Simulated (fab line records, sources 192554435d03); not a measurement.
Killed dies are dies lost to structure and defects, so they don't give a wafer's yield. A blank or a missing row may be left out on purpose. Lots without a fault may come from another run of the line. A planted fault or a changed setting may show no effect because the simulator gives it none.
fab line records | flow n5_finfet
record lots=9 wafers=27 last_day=17
route steps=1938 shown MOL_CONTACT_COAG@551 BEOL_M4@1111 PASSIVATION@1936
lots that met no fault: from a run of the same line without faults
start_h: hours from the record's first day to the start of the lot's first wafer shown | wait_h: hours since the lot's step before | " the same as in the row above | L1.1+2: a row that stands for several wafers | - no value, or no start given | * or withheld: withheld | < > ~ a bound
route shown NAME@n: a module of which the file shows steps, and the number in the route of the first | usual: mean/standard deviation of fault-free wafers | same: alike in all rows | chamber/n: place in a boat | sites: the reading at each site | _std_site: their standard deviation | _edge_site: outer sites' mean less inner sites' | radius_mm: how far each site lies from the wafer's centre | mask NAME#n: copy n | behind: the tool/chamber that last shaped the wafer | hold: why the lot was held/for how many hours/how that ended | device: the transistor (n, p or np) that didn't switch | end of line: the same wafers' tests at the end of the route | a step without rows: its recipe alone | killed: dies lost to structure and defects at the first sort, not the wafer's yield | map: a wafer's dies, x killed, . not, _ none there
set.NAME: the setting as run; set.NAME@STEP: as run at that earlier step | model.NAME: the simulator's own value behind a step, which no gauge read
steps of the route over a sample of lots; a table a step, a row a wafer
services: from which hour (start_h, from the record's first day; less than 0 if before it) a tool's chamber was out of use, for how many hours, and why
## steps
# step N5_MOL_CONTACT_COAG_SPUTTER_130
# recipe material=Co target_thk_a=475 temp_c=25 chamber_pressure_pa=0.5 power_w=3000
# usual throttle_valve_pct=29.6/1.1
# columns lot.wafer tool chamber start_h wait_h throttle_valve_pct
L510.2 pvd_sputter-03 - 107.55 0.0 30.4
L510.4 " - " " 31.2
L510.6 " - " " 29.1
L514.2 pvd_sputter-03 - 126.58 0.0 30.3
L514.3 " - " " 31.0
L514.4 " - " " 29.2
L513.1 pvd_sputter-03 - 128.10 0.0 31.0
L513.2 " - " " 30.6
L513.5 " - " " 28.8
L516.1 pvd_sputter-02 - 148.29 0.0 31.0
L516.5 " - " " 29.6
L516.6 " - " " 30.0
L518.1 pvd_sputter-03 - 154.99 0.0 31.2
L518.5 " - " " 29.2
L518.6 " - " " 30.4
L520.1 pvd_sputter-01 - 170.68 0.0 29.8
L520.5 " - " " 29.1
L520.6 " - " " 30.9
L524.2 pvd_sputter-03 - 189.77 0.0 28.8
L524.3 " - " " 31.2
L524.4 " - " " 29.3
L528.2 pvd_sputter-02 - 212.46 0.0 27.4
L528.3 " - " " 30.8
L528.4 " - " " 30.2
L529.1 pvd_sputter-03 - 216.89 0.0 29.2
L529.3 " - " " 28.6
L529.5 " - " " 28.8
# step N5_MOL_CONTACT_COAG_ALD_123
# recipe material=SiNx target_thk_a=50 temp_c=400 ald_precursor_family=SiH2I2 ald_co_reactant=N2/H2-plasma pulse_time_s=1 purge_time_s=2 co_reactant_purge_time_s=2 ald_cycles=100 pressure_torr=2
# usual heater_power_w=857/86 precursor_pulse_height_rel=0.998/0.018
# columns lot.wafer tool chamber start_h wait_h heater_power_w precursor_pulse_height_rel
L510.2 ald_sin-02 0 110.45 0.0 833 0.995
L510.4 " 2 " " 864 0.983
L510.6 " 0 " " 823 0.996
L514.2 ald_sin-04 0 129.74 0.0 825 0.979
L514.3 " 3 " " 685 1.047
L514.4 " 1 " " 949 0.976
L513.1 ald_sin-04 1 131.19 0.2 938 0.992
L513.2 " 2 " " 870 0.998
L513.5 " 1 " " 941 0.984
L516.1 ald_sin-02 2 151.20 0.0 854 1.012
L516.5 " 1 " " 748 1.006
L516.6 " 0 " " 814 1.017
L518.1 ald_sin-04 2 157.89 0.0 893 0.988
L518.5 " 1 " " 922 1.013
L518.6 " 2 " " 875 0.986
L520.1 ald_sin-03 1 173.93 0.4 1034 1.015
L520.5 " 3 " " 911 0.977
L520.6 " 2 " " 857 0.982
L524.2 ald_sin-02 0 192.86 0.2 828 0.999
L524.3 " 1 " " 783 1.025
L524.4 " 3 " " 995 1.021
L528.2 ald_sin-04 0 215.85 0.5 846 0.988
L528.3 " 1 " " 928 0.999
L528.4 " 2 " " 882 1.033
L529.1 ald_sin-04 2 220.11 0.4 871 1.023
L529.3 " 3 " " 695 0.973
L529.5 " 3 " " 694 1.004
# step N5_MOL_CONTACT_COAG_EXPOSE_81
# recipe mask_id=VG na=0.33 source_shape=annular sigma_inner=0.3 sigma_outer=0.7 polarization=unpolarized defocus_nm=0 dose_mj=59.5
# usual exposure_dose_mJ_cm2=59.46/0.079
# columns lot.wafer tool chamber start_h wait_h mask exposure_dose_mJ_cm2
L510.2 euv_scanner-02 0 111.16 - VG#0 59.44
L510.4 " 0 " " VG#0 59.40
L510.6 " 0 " " VG#0 59.44
L514.2 euv_scanner-01 0 130.45 - VG#0 59.48
L514.3 " 0 " " VG#0 59.64
L514.4 " 0 " " VG#0 59.57
L513.1 euv_scanner-02 0 132.01 - VG#0 59.46
L513.2 " 0 " " VG#0 59.43
L513.5 " 0 " " VG#0 59.44
L516.1 euv_scanner-01 0 151.90 - VG#0 59.50
L516.5 " 0 " " VG#0 59.57
L516.6 " 0 " " VG#0 59.54
L518.1 euv_scanner-01 0 158.59 - VG#0 59.63
L518.5 " 0 " " VG#0 59.64
L518.6 " 0 " " VG#0 59.59
L520.1 euv_scanner-01 0 174.63 - VG#0 59.50
L520.5 " 0 " " VG#0 59.54
L520.6 " 0 " " VG#0 59.52
L524.2 euv_scanner-02 0 193.69 - VG#0 59.38
L524.3 " 0 " " VG#0 59.37
L524.4 " 0 " " VG#0 59.37
L528.2 euv_scanner-02 0 216.69 - VG#0 59.43
L528.3 " 0 " " VG#0 59.47
L528.4 " 0 " " VG#0 59.36
L529.1 euv_scanner-01 0 220.93 - VG#0 60.46
L529.3 " 0 " " VG#0 60.44
L529.5 " 0 " " VG#0 60.37
# step N5_MOL_CONTACT_COAG_CD_MEAS_84
# recipe target_cd_nm=25.1 landing_energy_ev=500 detector=se_inlens polarity=opening
# usual cd_nm=25.07/0.23
# columns lot.wafer tool chamber start_h wait_h cd_nm
L510.2 cd_sem-03 0 111.29 - 24.93
L510.4 " 0 " " 24.71
L510.6 " 0 " " 25.26
L514.2 cd_sem-02 0 130.58 - 24.79
L514.3 " 0 " " 25.18
L514.4 " 0 " " 24.98
L513.1 cd_sem-03 0 132.16 - 24.73
L513.2 " 0 " " 25.10
L513.5 " 0 " " 24.56
L516.1 cd_sem-01 0 152.04 - 25.08
L516.5 " 0 " " 24.88
L516.6 " 0 " " 25.01
L518.1 cd_sem-01 0 158.73 - 25.00
L518.5 " 0 " " 25.10
L518.6 " 0 " " 25.20
L520.1 cd_sem-03 0 174.78 - 24.81
L520.5 " 0 " " 25.19
L520.6 " 0 " " 25.26
L524.2 cd_sem-03 0 193.83 - 25.41
L524.3 " 0 " " 25.18
L524.4 " 0 " " 24.92
L528.2 cd_sem-03 0 216.83 - 25.01
L528.3 " 0 " " 24.89
L528.4 " 0 " " 24.95
L529.1 cd_sem-02 0 221.08 - 22.39
L529.3 " 0 " " 24.65
L529.5 " 0 " " 22.97
# step N5_MOL_CONTACT_COAG_INSPECT_57
# recipe mode=adi inspect_instrument=brightfield
# usual raw_defect_count=196/43
# columns lot.wafer tool chamber start_h wait_h raw_defect_count
L510.2 defect_inspect-01 - 111.38 0.0 281
L510.4 " - " " 267
L510.6 " - " " 157
L514.2 defect_inspect-02 - 130.67 0.0 191
L514.3 " - " " 230
L514.4 " - " " 222
L513.1 defect_inspect-02 - 132.25 0.1 177
L513.2 " - " " 177
L513.5 " - " " 124
L516.1 defect_inspect-01 - 152.13 0.1 211
L516.5 " - " " 196
L516.6 " - " " 158
L518.1 defect_inspect-01 - 158.82 0.1 198
L518.5 " - " " 221
L518.6 " - " " 166
L520.1 defect_inspect-02 - 174.86 0.1 150
L520.5 " - " " 200
L520.6 " - " " 173
L524.2 defect_inspect-02 - 193.92 0.0 158
L524.3 " - " " 177
L524.4 " - " " 240
L528.2 defect_inspect-01 - 216.92 0.0 157
L528.3 " - " " 208
L528.4 " - " " 116
L529.1 defect_inspect-01 - 221.17 0.1 192
L529.3 " - " " 140
L529.5 " - " " 185
# step N5_MOL_CONTACT_COAG_CD_MEAS_137
# recipe target_cd_nm=16
# usual cd_nm=15.92/0.26
# columns lot.wafer tool chamber start_h wait_h cd_nm
L510.2 cd_sem-03 - 112.22 0.0 16.14
L510.4 " - " " 16.43
L510.6 " - " " 15.53
L514.2 cd_sem-02 - 131.64 0.0 15.87
L514.3 " - " " 15.87
L514.4 " - " " 15.22
L513.1 cd_sem-01 - 133.40 0.0 16.11
L513.2 " - " " 15.67
L513.5 " - " " 16.05
L516.1 cd_sem-02 - 153.17 0.0 15.69
L516.5 " - " " 15.97
L516.6 " - " " 15.74
L518.1 cd_sem-01 - 159.67 0.0 15.80
L518.5 " - " " 15.88
L518.6 " - " " 16.00
L520.1 cd_sem-02 - 175.70 0.0 15.96
L520.5 " - " " 15.97
L520.6 " - " " 16.13
L524.2 cd_sem-02 - 195.05 0.0 16.05
L524.3 " - " " 15.78
L524.4 " - " " 15.75
L528.2 cd_sem-02 - 218.02 0.0 16.22
L528.3 " - " " 16.15
L528.4 " - " " 15.75
L529.1 cd_sem-01 - 222.29 0.0 12.93
L529.3 " - " " 15.89
L529.5 " - " " 13.36
# step N5_BEOL_M4_RC_MEAS_101
# usual DIBL_N=36.5/1.4 DIBL_P=36.9/1.7 IOFF_N=0.163/0.023 IOFF_P=0.22/0.032 ION_N=673/9 ION_P=462/7.5 SS_N=71.6/0.54 SS_P=73.4/0.62 VT_N=249.8/2.8 VT_P=-250/3.5
# columns lot.wafer tool chamber start_h wait_h DIBL_N[mV/V] DIBL_P[mV/V] IOFF_N[nA/um] IOFF_P[nA/um] ION_N[uA/um] ION_P[uA/um] SS_N[mV/dec] SS_P[mV/dec] VT_N[mV] VT_P[mV]
L510.2 prober-02 0 182.56 0.2 36.8 36.5 0.161 0.26 684 479 71.6 73.5 249.2 -243
L510.4 " 0 " " 37.5 36.5 0.173 0.25 680 475 72.0 73.7 247.9 -248
L510.6 " 0 " " 38.1 37.9 0.186 0.29 689 482 71.9 73.7 245.9 -244
L514.2 prober-01 0 197.64 0.2 35.7 35.3 0.135 0.19 663 459 71.3 73.8 253.6 -253
L514.3 " 0 " " 37.9 38.6 0.182 0.24 680 464 71.5 74.6 247.2 -248
L514.4 " 0 " " 37.6 37.6 0.172 0.22 689 470 71.0 74.1 249.3 -251
L513.1 prober-02 0 210.53 0.0 37.1 37.7 0.158 0.21 673 458 71.7 73.4 250.3 -253
L513.2 " 0 " " 38.0 39.2 0.177 0.23 682 465 71.6 73.7 247.7 -250
L513.5 " 0 " " 38.9 40.3 0.197 0.26 686 460 72.0 74.4 247.2 -249
L516.1 prober-01 0 213.11 0.0 36.0 37.5 0.176 0.25 676 468 71.8 74.1 248.6 -244
L516.5 " 0 " " 35.8 37.3 0.174 0.25 672 469 71.7 74.3 246.6 -248
L516.6 " 0 " " 36.5 37.8 0.187 0.27 679 469 73.1 73.4 249.4 -246
L518.1 prober-02 0 233.35 0.0 36.8 36.6 0.161 0.23 678 466 71.1 73.2 252.8 -248
L518.5 " 0 " " 34.4 33.9 0.132 0.19 672 465 70.5 72.3 252.3 -247
L518.6 " 0 " " 36.3 36.0 0.153 0.23 672 460 71.6 73.4 251.1 -249
L520.1 prober-02 0 245.61 0.0 37.6 38.3 0.190 0.26 675 466 71.9 73.5 247.7 -248
L520.5 " 0 " " 35.4 34.8 0.134 0.19 655 447 70.7 72.7 255.9 -253
L520.6 " 0 " " 36.4 36.9 0.165 0.23 686 467 71.2 73.6 248.5 -251
L524.2 prober-02 0 272.90 0.2 38.2 39.0 0.202 0.26 680 470 71.1 73.4 245.6 -246
L524.3 " 0 " " 35.8 36.5 0.160 0.21 660 454 71.4 72.9 248.4 -249
L524.4 " 0 " " 35.6 35.4 0.148 0.19 676 460 71.3 73.3 250.4 -252
L528.2 prober-02 0 282.28 0.2 37.8 39.6 0.191 0.22 679 457 71.9 74.2 247.5 -252
L528.3 " 0 " " 35.1 36.1 0.142 0.17 671 448 71.0 73.7 251.1 -258
L528.4 " 0 " " 34.4 35.9 0.128 0.17 656 454 70.8 73.8 255.7 -254
L529.3 prober-01 0 307.96 0.3 33.6 34.1 0.125 0.18 672 472 70.4 72.7 252.2 -251
# step N5_PASSIVATION_PROBE_49
# usual defect_limited_yield=91.2/1.4 killed_at_M0_to_M3=35/11 killed_at_M4_up=12/4.2 killed_at_contacts=13/5.6 killed_at_front_end=40/12 killed_at_other=3.3/2.6 killed_dies=103/17 killed_on_rim=14/4.5 killed_open=68/12 killed_short=34/7.6 sort_bin_5_function=5.1/0.95 sort_bin_6_memory=3.3/0.68 sort_n_pass=1077/17 sort_yield_pct=91.2/1.4
# same gross_dies=1180 killed_at_back_side=0 sort_bin_4_leakage[%]=0 sort_bin_8_speed[%]=0
# columns lot.wafer tool chamber start_h wait_h defect_limited_yield[%] killed_at_M0_to_M3 killed_at_M4_up killed_at_contacts killed_at_front_end killed_at_other killed_dies killed_on_rim killed_open killed_short sort_bin_5_function[%] sort_bin_6_memory[%] sort_n_pass sort_yield_pct[%]
L510.2 prober-02 - 291.14 0.1 92.7 18 19 4 38 7 86 13 53 27 3.4 3.3 1094 92.7
L510.4 prober-02 - 291.24 0.2 91.4 30 12 15 38 6 101 16 73 28 5.6 2.8 1079 91.4
L510.6 prober-02 - 291.34 0.3 91.4 29 10 10 46 6 101 13 55 46 4.8 3.1 1079 91.4
L514.2 prober-01 - 309.96 0.1 91.7 25 10 16 44 3 98 15 65 29 5.1 2.9 1082 91.7
L514.3 prober-01 - 310.01 0.1 89.9 26 15 8 69 1 119 11 67 52 5.8 4.2 1061 89.9
L514.4 prober-01 - 310.06 0.2 92.3 37 10 10 32 2 91 16 55 33 3.9 3.1 1089 92.3
L513.1 prober-02 - 318.73 0.0 92.5 27 10 7 41 4 89 14 62 25 4.4 2.9 1091 92.5
L513.2 prober-02 - 318.78 0.1 93.7 22 12 9 25 6 74 13 49 23 3.9 2.4 1106 93.7
L513.5 prober-02 - 318.93 0.2 89.4 45 11 32 30 7 125 24 84 39 6.4 4.1 1055 89.4
L516.1 prober-01 - 319.35 0.0 91.8 37 25 7 24 4 97 14 65 32 4.6 3.3 1083 91.8
L516.5 prober-01 - 319.55 0.2 91.7 26 12 19 39 2 98 8 68 30 5.3 2.9 1082 91.7
L516.6 prober-01 - 319.60 0.3 91.7 26 12 12 47 1 98 9 63 35 4.3 3.8 1082 91.7
L518.1 prober-01 - 324.92 0.0 91.9 34 6 15 38 3 96 16 61 33 4.7 2.8 1084 91.9
L518.5 prober-01 - 325.12 0.2 91.4 39 14 16 31 2 102 11 67 31 5.4 2.5 1078 91.4
L518.6 prober-01 - 325.17 0.3 91.1 35 9 12 45 4 105 13 79 26 5.1 3.7 1075 91.1
L520.1 prober-02 - 339.91 0.0 89.6 43 17 12 51 0 123 17 80 38 6.0 3.6 1057 89.6
L520.5 prober-02 - 340.11 0.2 91.5 30 15 4 42 9 100 11 57 43 5.0 3.3 1080 91.5
L520.6 prober-02 - 340.16 0.3 90.9 23 15 10 56 3 107 21 68 37 5.3 3.1 1073 90.9
L524.2 prober-02 - 374.79 0.1 90.2 58 5 18 33 2 116 20 75 38 5.3 3.9 1064 90.2
L524.3 prober-02 - 374.84 0.1 90.4 45 14 20 33 1 113 12 74 37 4.9 4.4 1067 90.4
L524.4 prober-02 - 374.89 0.2 90.3 59 13 12 29 2 115 18 74 37 6.0 3.0 1065 90.3
L528.2 prober-02 - 383.03 0.1 90.3 55 7 14 35 4 115 15 67 47 6.5 3.1 1065 90.3
L528.3 prober-02 - 383.08 0.1 88.6 46 12 21 46 9 134 20 96 37 7.2 3.6 1046 88.6
L528.4 prober-02 - 383.13 0.2 89.5 59 15 21 26 3 124 20 82 40 6.9 3.3 1056 89.5
L529.1 prober-02 - 414.42 0.0 0 26 20 1091 41 2 1180 152 70 24 4.8 3.2 0 0
L529.3 prober-02 - 414.52 0.1 59.3 16 14 395 53 2 480 58 56 43 25.5 13.0 700 59.3
L529.5 prober-02 - 414.62 0.2 0 18 17 1110 35 0 1180 152 55 26 4.2 2.6 0 0
# killed by level:class
L510.2 BEOL_M4:geometric_particle:open=12 FIN_SAQP:geometric_particle:open=8 BEOL_M1:geometric_particle:open=6 HKMG_FIN:area_etch=6 STI_FIN_REVEAL:geometric_particle:open=4 GATE_CUT:geometric_particle:short=4 MOL_CONTACT_COAG:geometric_particle:open=4 BEOL_M1:geometric_particle:short=4
L510.4 BEOL_M2:geometric_particle:open=13 MOL_CONTACT_COAG:geometric_particle:open=11 FIN_SAQP:geometric_particle:open=8 BEOL_M4:geometric_particle:open=8 BEOL_M3:geometric_particle:open=7 FIN_SAQP:geometric_particle:short=6 BEOL_M1:geometric_particle:open=5 GATE_CUT:geometric_particle:short=4
L510.6 FIN_SAQP:geometric_particle:short=13 BEOL_M2:geometric_particle:open=10 GATE_CUT:geometric_particle:short=9 MOL_CONTACT_COAG:geometric_particle:open=7 GATE_CUT:geometric_particle:open=6 BEOL_M1:geometric_particle:short=6 BEOL_M0:geometric_particle:short=5 BEOL_M4:geometric_particle:open=5
L514.2 MOL_CONTACT_COAG:geometric_particle:open=13 FIN_SAQP:geometric_particle:open=10 BEOL_M3:geometric_particle:open=10 FIN_SAQP:geometric_particle:short=6 STI_FIN_REVEAL:geometric_particle:open=6 BEOL_M2:geometric_particle:open=5 GATE_CUT:geometric_particle:short=4 BEOL_M0_SAQP:geometric_particle:open=4
L514.3 FIN_SAQP:geometric_particle:short=20 FIN_SAQP:geometric_particle:open=16 BEOL_M0_SAQP:geometric_particle:open=10 STARTING-WAFER:geometric_particle:short=8 BEOL_M0_SAQP:geometric_particle:short=7 STARTING-WAFER:geometric_particle:open=7 MOL_CONTACT_COAG:geometric_particle:open=6 BEOL_M4:geometric_particle:open=5
L514.4 MOL_CONTACT_COAG:geometric_particle:open=10 BEOL_M0_SAQP:geometric_particle:short=9 BEOL_M4:geometric_particle:open=9 FIN_SAQP:geometric_particle:short=7 BEOL_M2:geometric_particle:open=6 BEOL_M3:geometric_particle:open=6 DUMMY_GATE:geometric_particle:open=5 BEOL_M1:geometric_particle:open=5
L513.1 DUMMY_GATE:geometric_particle:open=14 BEOL_M0_SAQP:geometric_particle:short=9 BEOL_M0_SAQP:geometric_particle:open=8 MOL_CONTACT_COAG:geometric_particle:open=7 BEOL_M1:geometric_particle:open=6 STI_FIN_REVEAL:geometric_particle:open=5 DUMMY_GATE:geometric_particle:short=5 ILD0:geometric_particle:open=3
L513.2 MOL_CONTACT_COAG:geometric_particle:open=9 BEOL_M0_SAQP:geometric_particle:open=9 FIN_SAQP:geometric_particle:short=6 FIN_SAQP:geometric_particle:open=5 STI_FIN_REVEAL:geometric_particle:open=4 BEOL_M0:geometric_particle:short=4 STARTING-WAFER:geometric_particle:open=4 BEOL_M0_SAQP:geometric_particle:short=3
L513.5 MOL_CONTACT_COAG:geometric_particle:open=23 BEOL_M0_SAQP:geometric_particle:open=14 BEOL_M1:geometric_particle:open=10 FIN_SAQP:geometric_particle:short=9 MOL_CONTACT_COAG:geometric_particle:short=9 FIN_SAQP:geometric_particle:open=7 BEOL_M0_SAQP:geometric_particle:short=6 BEOL_M2:geometric_particle:open=6
L516.1 BEOL_M4:geometric_particle:open=14 BEOL_M0_SAQP:geometric_particle:short=9 BEOL_M3:geometric_particle:open=8 MOL_CONTACT_COAG:geometric_particle:open=6 BEOL_M1:geometric_particle:open=6 FIN_SAQP:geometric_particle:short=5 BEOL_M0_SAQP:geometric_particle:open=5 BEOL_M4:geometric_particle:short=5
L516.5 MOL_CONTACT_COAG:geometric_particle:open=17 FIN_SAQP:geometric_particle:open=11 BEOL_M4:geometric_particle:open=9 FIN_SAQP:geometric_particle:short=8 BEOL_M3:geometric_particle:open=7 BEOL_M0_SAQP:geometric_particle:open=6 GATE_CUT:geometric_particle:short=5 BEOL_M0_SAQP:geometric_particle:short=5
L516.6 STI_FIN_REVEAL:geometric_particle:open=10 MOL_CONTACT_COAG:geometric_particle:open=10 BEOL_M4:geometric_particle:open=9 FIN_SAQP:geometric_particle:short=8 DUMMY_GATE:geometric_particle:open=7 ILD0:geometric_particle:short=5 BEOL_M0_SAQP:geometric_particle:open=5 BEOL_M3:geometric_particle:open=5
L518.1 MOL_CONTACT_COAG:geometric_particle:open=11 STI_FIN_REVEAL:geometric_particle:open=9 BEOL_M0_SAQP:geometric_particle:open=7 FIN_SAQP:geometric_particle:open=6 BEOL_M0_SAQP:geometric_particle:short=6 BEOL_M3:geometric_particle:open=6 BEOL_M1:geometric_particle:open=5 FIN_SAQP:geometric_particle:short=4
L518.5 STI_FIN_REVEAL:geometric_particle:open=10 MOL_CONTACT_COAG:geometric_particle:open=9 BEOL_M4:geometric_particle:open=8 BEOL_M0_SAQP:geometric_particle:open=8 MOL_CONTACT_COAG:geometric_particle:short=6 BEOL_M0_SAQP:geometric_particle:short=6 BEOL_M2:geometric_particle:open=6 BEOL_M3:geometric_particle:open=6
L518.6 BEOL_M0_SAQP:geometric_particle:open=16 STI_FIN_REVEAL:geometric_particle:open=13 MOL_CONTACT_COAG:geometric_particle:open=10 FIN_SAQP:geometric_particle:open=9 STARTING-WAFER:geometric_particle:short=6 BEOL_M0_SAQP:geometric_particle:short=5 BEOL_M2:geometric_particle:open=5 BEOL_M1:geometric_particle:open=4
L520.1 STI_FIN_REVEAL:geometric_particle:open=14 BEOL_M0_SAQP:geometric_particle:short=13 BEOL_M0_SAQP:geometric_particle:open=13 BEOL_M4:geometric_particle:open=10 MOL_CONTACT_COAG:geometric_particle:open=9 FIN_SAQP:geometric_particle:open=6 DUMMY_GATE:geometric_particle:open=5 ILD0:geometric_particle:open=4
L520.5 BEOL_M0_SAQP:geometric_particle:short=10 BEOL_M4:geometric_particle:open=9 BEOL_M0_SAQP:geometric_particle:open=9 ILD0:geometric_particle:short=8 STI_FIN_REVEAL:geometric_particle:open=6 ILD0:geometric_particle:open=5 GATE_CUT:geometric_particle:short=4 MOL_CONTACT_COAG:geometric_particle:open=4
L520.6 STI_FIN_REVEAL:geometric_particle:open=14 MOL_CONTACT_COAG:geometric_particle:open=9 FIN_SAQP:geometric_particle:open=8 ILD0:geometric_particle:short=6 GATE_CUT:geometric_particle:short=6 BEOL_M0_SAQP:geometric_particle:open=5 BEOL_M1:geometric_particle:open=5 FIN_SAQP:geometric_particle:short=4
L524.2 BEOL_M1:geometric_particle:open=17 MOL_CONTACT_COAG:geometric_particle:open=15 BEOL_M0_SAQP:geometric_particle:open=11 BEOL_M0:geometric_particle:short=8 BEOL_M0_SAQP:geometric_particle:short=7 STI_FIN_REVEAL:geometric_particle:open=6 GATE_CUT:geometric_particle:short=6 BEOL_M2:geometric_particle:open=6
L524.3 MOL_CONTACT_COAG:geometric_particle:open=17 BEOL_M0_SAQP:geometric_particle:open=16 BEOL_M0_SAQP:geometric_particle:short=13 BEOL_M1:geometric_particle:open=9 GATE_CUT:geometric_particle:short=7 BEOL_M6:geometric_particle:open=7 STI_FIN_REVEAL:geometric_particle:open=6 FIN_SAQP:geometric_particle:open=5
L524.4 BEOL_M0_SAQP:geometric_particle:short=17 BEOL_M0_SAQP:geometric_particle:open=16 BEOL_M1:geometric_particle:open=13 MOL_CONTACT_COAG:geometric_particle:open=8 STI_FIN_REVEAL:geometric_particle:open=5 BEOL_M1:geometric_particle:short=5 BEOL_M8:geometric_particle:open=5 DUMMY_GATE:geometric_particle:open=4
L528.2 BEOL_M0_SAQP:geometric_particle:open=20 BEOL_M0_SAQP:geometric_particle:short=11 STI_FIN_REVEAL:geometric_particle:open=9 GATE_CUT:geometric_particle:short=9 MOL_CONTACT_COAG:geometric_particle:open=9 BEOL_M3:geometric_particle:open=7 MOL_CONTACT_COAG:geometric_particle:short=5 BEOL_M0:geometric_particle:short=5
L528.3 MOL_CONTACT_COAG:geometric_particle:open=15 STI_FIN_REVEAL:geometric_particle:open=13 BEOL_M2:geometric_particle:open=12 BEOL_M0_SAQP:geometric_particle:open=9 BEOL_M3:geometric_particle:open=9 BEOL_M4:geometric_particle:open=7 MOL_CONTACT_COAG:geometric_particle:short=6 STARTING-WAFER:geometric_particle:short=5
L528.4 MOL_CONTACT_COAG:geometric_particle:open=17 BEOL_M3:geometric_particle:open=13 BEOL_M0_SAQP:geometric_particle:short=11 STI_FIN_REVEAL:geometric_particle:open=9 BEOL_M1:geometric_particle:open=7 BEOL_M0_SAQP:geometric_particle:open=6 BEOL_M0:geometric_particle:open=6 BEOL_M2:geometric_particle:open=6
L529.1 MOL_CONTACT_COAG:area_expose=1083 FIN_SAQP:geometric_particle:short=9 BEOL_M4:geometric_particle:open=9 STI_FIN_REVEAL:geometric_particle:open=8 BEOL_M2:geometric_particle:open=8 FIN_SAQP:geometric_particle:open=7 BEOL_M3:geometric_particle:open=7 MOL_CONTACT_COAG:geometric_particle:open=6
L529.3 MOL_CONTACT_COAG:area_expose=379 FIN_SAQP:geometric_particle:short=18 MOL_CONTACT_COAG:geometric_particle:open=12 FIN_SAQP:geometric_particle:open=9 STI_FIN_REVEAL:geometric_particle:open=8 BEOL_M4:geometric_particle:open=8 GATE_CUT:geometric_particle:short=7 MOL_CONTACT_COAG:geometric_particle:short=4
L529.5 MOL_CONTACT_COAG:area_expose=1097 MOL_CONTACT_COAG:geometric_particle:open=12 FIN_SAQP:geometric_particle:short=9 BEOL_M4:geometric_particle:open=6 BEOL_M1:geometric_particle:open=5 BEOL_M2:geometric_particle:open=5 FIN_SAQP:geometric_particle:open=4 GATE_CUT:geometric_particle:open=4
## services
# columns tool chamber start_h hours kind
ald_sin-03 - 86.27 14.0 pm
ald_sin-03 0 86.27 14.0 vent_cycle
ald_sin-04 - 87.09 0.4 repair
euv_scanner-01 - 93.67 1.0 pm
euv_scanner-01 - 97.49 12.0 pm
pvd_sputter-03 - 102.19 3.2 repair
ald_sin-04 - 103.29 4.3 pm
euv_scanner-02 - 109.49 1.0 pm
euv_scanner-01 - 115.80 0.2 repair
euv_scanner-02 0 122.67 - calibration
ald_sin-03 - 126.31 2.5 repair
ald_sin-04 2 133.92 6.5 repair
euv_scanner-02 - 141.03 5.8 pm
ald_sin-04 - 148.08 6.1 pm
euv_scanner-01 - 149.82 1.0 pm
euv_scanner-02 - 162.24 1.0 pm
ald_sin-04 1 167.78 6.5 repair
euv_scanner-01 0 207.81 - calibration
euv_scanner-01 - 209.69 0.2 repair
euv_scanner-01 - 210.00 1.0 pm
euv_scanner-02 - 211.03 4.6 pm
euv_scanner-01 - 215.63 4.6 pm
ald_sin-03 2 216.08 16.4 repair
euv_scanner-02 - 220.23 1.0 pm
## key
first_sign step=N5_MOL_CONTACT_COAG_EXPOSE_81 reading=exposure_dose_mJ_cm2 direction=up sigmas=12 usual=59.46 struck=60.42
effect step=N5_MOL_CONTACT_COAG_CD_MEAS_84 reading=cd_nm direction=down sigmas=7.6 usual=25.07 struck=23.34 wafers_moved=2 through=control_loop
effect step=N5_MOL_CONTACT_COAG_CD_MEAS_137 reading=cd_nm direction=down sigmas=7.1 usual=15.92 struck=14.06 wafers_moved=2 through=control_loop
effect step=N5_PASSIVATION_PROBE_49 reading=killed_at_contacts direction=up sigmas=99+ usual=13 struck=865
more_kills_born_at N5_MOL_CONTACT_COAG_EXPOSE_81@euv_scanner-01=2559
met_at N5_MOL_CONTACT_COAG_EXPOSE_81
struck_lots L529
later_rows_left_out L529.1,L529.5
loop_trim step=N5_MOL_CONTACT_COAG_EXPOSE_81 setting=dose lots=L529
not_acting_at N5_MOL_CONTACT_COAG_SPUTTER_130,N5_MOL_CONTACT_COAG_ALD_123,N5_MOL_CONTACT_COAG_INSPECT_57
onset_between 174.63 220.93
fault kind=process_parameter_drift tool=euv_scanner-01 chamber=- onset_h=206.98 steps=N5_MOL_CONTACT_COAG_EXPOSE_81 channel=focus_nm offset=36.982 spread_by_wafer=0.3 shape=step end_h=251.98
# later_rows_left_out: the simulator's readings of these wafers behind a module that went badly wrong aren't trusted and aren't shown, but for the sort
# loop_trim: a control loop set the setting to another value than it would have without faults
